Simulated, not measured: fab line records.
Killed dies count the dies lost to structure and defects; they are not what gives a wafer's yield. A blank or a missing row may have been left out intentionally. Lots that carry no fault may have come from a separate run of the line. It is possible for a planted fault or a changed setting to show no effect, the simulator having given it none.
Commonality check across tools || flow nand_harc || Sample size 6 lots and 18 wafers

== WHY IT WAS OPENED ==
On 3 of the 6 lots, a flag is raised at NHARC_END_SORT_01 on the reading killed_at_array. Wafers without a fault read 25, standard deviation 9.2.
Rule: a lot is flagged in two cases, either no wafer of it has a number, or all its wafers with numbers fall more than 4 standard deviations from that mean. As for the other lots, they are considered sound.

{"lot": "L404", "measured": "day 20 04:00", "on": "prober-02", "killed_at_array, wafer by wafer": "14 15 18", "flag": ""}
{"lot": "L407", "measured": "day 20 11:01", "on": "prober-01", "killed_at_array, wafer by wafer": "20 12 24", "flag": ""}
{"lot": "L409", "measured": "day 21 04:19", "on": "prober-02", "killed_at_array, wafer by wafer": "674 672 676", "flag": "FLAGGED"}
{"lot": "L411", "measured": "day 21 19:04", "on": "prober-01", "killed_at_array, wafer by wafer": "672 669 673", "flag": "FLAGGED"}
{"lot": "L412", "measured": "day 21 19:50", "on": "prober-02", "killed_at_array, wafer by wafer": "674 674 671", "flag": "FLAGGED"}
{"lot": "L421", "measured": "day 24 00:33", "on": "prober-01", "killed_at_array, wafer by wafer": "10 14 15", "flag": ""}
The numbers of the flagged lots are 673 on average: +648 against the usual, or +70 standard deviations.

== WHICH TOOL EACH LOT WENT THROUGH ==
4 process steps preceding the reading are held in the record, out of 1159 steps in the route. Read each cell as the tool, then ch plus the chambers that the sampled wafers visited, then the start.
{"lot": "L404", "flag": "", "NHARC_A_CHANNEL_HOLE_D1_DESCUM_15": "rie_diel-09 ch 0,3, day 8 17:16", "NHARC_A_CHANNEL_HOLE_D1_ETCH_39": "rie_diel-09 ch 1,2,3, day 8 17:28", "NHARC_A_CHANNEL_HOLE_D1_ETCH_22": "har_etch-01 ch 0,1, day 8 19:19", "NHARC_A_CHANNEL_HOLE_D1_ETCH_24": "har_etch-01 ch 0,1, day 8 20:34"}
{"lot": "L407", "flag": "", "NHARC_A_CHANNEL_HOLE_D1_DESCUM_15": "rie_diel-03 ch 0,2,3, day 9 12:49", "NHARC_A_CHANNEL_HOLE_D1_ETCH_39": "rie_diel-03 ch 0,2,3, day 9 12:59", "NHARC_A_CHANNEL_HOLE_D1_ETCH_22": "har_etch-02 ch 0,1, day 9 14:52", "NHARC_A_CHANNEL_HOLE_D1_ETCH_24": "har_etch-02 ch 0,1, day 9 16:08"}
{"lot": "L409", "flag": "FLAGGED", "NHARC_A_CHANNEL_HOLE_D1_DESCUM_15": "rie_diel-09 ch 1,2, day 10 06:51", "NHARC_A_CHANNEL_HOLE_D1_ETCH_39": "rie_diel-09 ch 2,3, day 10 07:01", "NHARC_A_CHANNEL_HOLE_D1_ETCH_22": "har_etch-01 ch 0,1, day 10 08:59", "NHARC_A_CHANNEL_HOLE_D1_ETCH_24": "har_etch-01 ch 0,1, day 10 10:17"}
{"lot": "L411", "flag": "FLAGGED", "NHARC_A_CHANNEL_HOLE_D1_DESCUM_15": "rie_diel-12 ch 1,2, day 10 21:02", "NHARC_A_CHANNEL_HOLE_D1_ETCH_39": "rie_diel-12 ch 0,1,2, day 10 21:13", "NHARC_A_CHANNEL_HOLE_D1_ETCH_22": "har_etch-01 ch 0,1, day 10 23:04", "NHARC_A_CHANNEL_HOLE_D1_ETCH_24": "har_etch-01 ch 0,1, day 11 00:20"}
{"lot": "L412", "flag": "FLAGGED", "NHARC_A_CHANNEL_HOLE_D1_DESCUM_15": "rie_diel-09 ch 0,1,2, day 10 19:37", "NHARC_A_CHANNEL_HOLE_D1_ETCH_39": "rie_diel-09 ch 1,2,3, day 10 19:48", "NHARC_A_CHANNEL_HOLE_D1_ETCH_22": "har_etch-02 ch 0,1, day 10 21:46", "NHARC_A_CHANNEL_HOLE_D1_ETCH_24": "har_etch-02 ch 0,1, day 10 23:04"}
{"lot": "L421", "flag": "", "NHARC_A_CHANNEL_HOLE_D1_DESCUM_15": "rie_diel-09 ch 1,2,3, day 12 17:37", "NHARC_A_CHANNEL_HOLE_D1_ETCH_39": "rie_diel-09 ch 0,1,2, day 12 17:49", "NHARC_A_CHANNEL_HOLE_D1_ETCH_22": "har_etch-02 ch 0,1, day 12 19:44", "NHARC_A_CHANNEL_HOLE_D1_ETCH_24": "har_etch-02 ch 0,1, day 12 21:02"}
What the steps here do:
- NHARC_A_CHANNEL_HOLE_D1_DESCUM_15: chemistry O2, time 3 s.
- NHARC_A_CHANNEL_HOLE_D1_ETCH_39: etches the open film in N2/H2, target depth 260 nm, time 325 s.
- NHARC_A_CHANNEL_HOLE_D1_ETCH_22: etches the open film in C4F8/O2/Ar, time 666.7 s, target depth 1600 nm.
- NHARC_A_CHANNEL_HOLE_D1_ETCH_24: etches the open film in C4F8/O2/Ar, time 906.2 s, target depth 1500 nm.
- NHARC_END_SORT_01

== FLAGGED AGAINST TOTAL, ONE TOOL AT A TIME (gauges that did the reading follow at the end) ==
{"step": "NHARC_A_CHANNEL_HOLE_D1_DESCUM_15", "tool": "rie_diel-03", "lots run": 1, "flagged": 0, "share of the flagged lots": "none", "sound lots run after its first flagged lot": "-"}
{"step": "NHARC_A_CHANNEL_HOLE_D1_DESCUM_15", "tool": "rie_diel-09", "lots run": 4, "flagged": 2, "share of the flagged lots": "some", "sound lots run after its first flagged lot": "1 (L421)"}
{"step": "NHARC_A_CHANNEL_HOLE_D1_DESCUM_15", "tool": "rie_diel-12", "lots run": 1, "flagged": 1, "share of the flagged lots": "some", "sound lots run after its first flagged lot": 0}
{"step": "NHARC_A_CHANNEL_HOLE_D1_ETCH_39", "tool": "rie_diel-03", "lots run": 1, "flagged": 0, "share of the flagged lots": "none", "sound lots run after its first flagged lot": "-"}
{"step": "NHARC_A_CHANNEL_HOLE_D1_ETCH_39", "tool": "rie_diel-09", "lots run": 4, "flagged": 2, "share of the flagged lots": "some", "sound lots run after its first flagged lot": "1 (L421)"}
{"step": "NHARC_A_CHANNEL_HOLE_D1_ETCH_39", "tool": "rie_diel-12", "lots run": 1, "flagged": 1, "share of the flagged lots": "some", "sound lots run after its first flagged lot": 0}
{"step": "NHARC_A_CHANNEL_HOLE_D1_ETCH_22", "tool": "har_etch-01", "lots run": 3, "flagged": 2, "share of the flagged lots": "some", "sound lots run after its first flagged lot": 0}
{"step": "NHARC_A_CHANNEL_HOLE_D1_ETCH_22", "tool": "har_etch-02", "lots run": 3, "flagged": 1, "share of the flagged lots": "some", "sound lots run after its first flagged lot": "1 (L421)"}
{"step": "NHARC_A_CHANNEL_HOLE_D1_ETCH_24", "tool": "har_etch-01", "lots run": 3, "flagged": 2, "share of the flagged lots": "some", "sound lots run after its first flagged lot": 0}
{"step": "NHARC_A_CHANNEL_HOLE_D1_ETCH_24", "tool": "har_etch-02", "lots run": 3, "flagged": 1, "share of the flagged lots": "some", "sound lots run after its first flagged lot": "1 (L421)"}
{"step": "NHARC_END_SORT_01", "tool": "prober-01", "lots run": 3, "flagged": 1, "share of the flagged lots": "some", "sound lots run after its first flagged lot": "1 (L421)"}
{"step": "NHARC_END_SORT_01", "tool": "prober-02", "lots run": 3, "flagged": 2, "share of the flagged lots": "some", "sound lots run after its first flagged lot": 0}

== WHAT THE TABLE ALLOWS ==
No row of the table ran every flagged lot.

== WHAT THE SIMULATOR HAD PUT IN ==
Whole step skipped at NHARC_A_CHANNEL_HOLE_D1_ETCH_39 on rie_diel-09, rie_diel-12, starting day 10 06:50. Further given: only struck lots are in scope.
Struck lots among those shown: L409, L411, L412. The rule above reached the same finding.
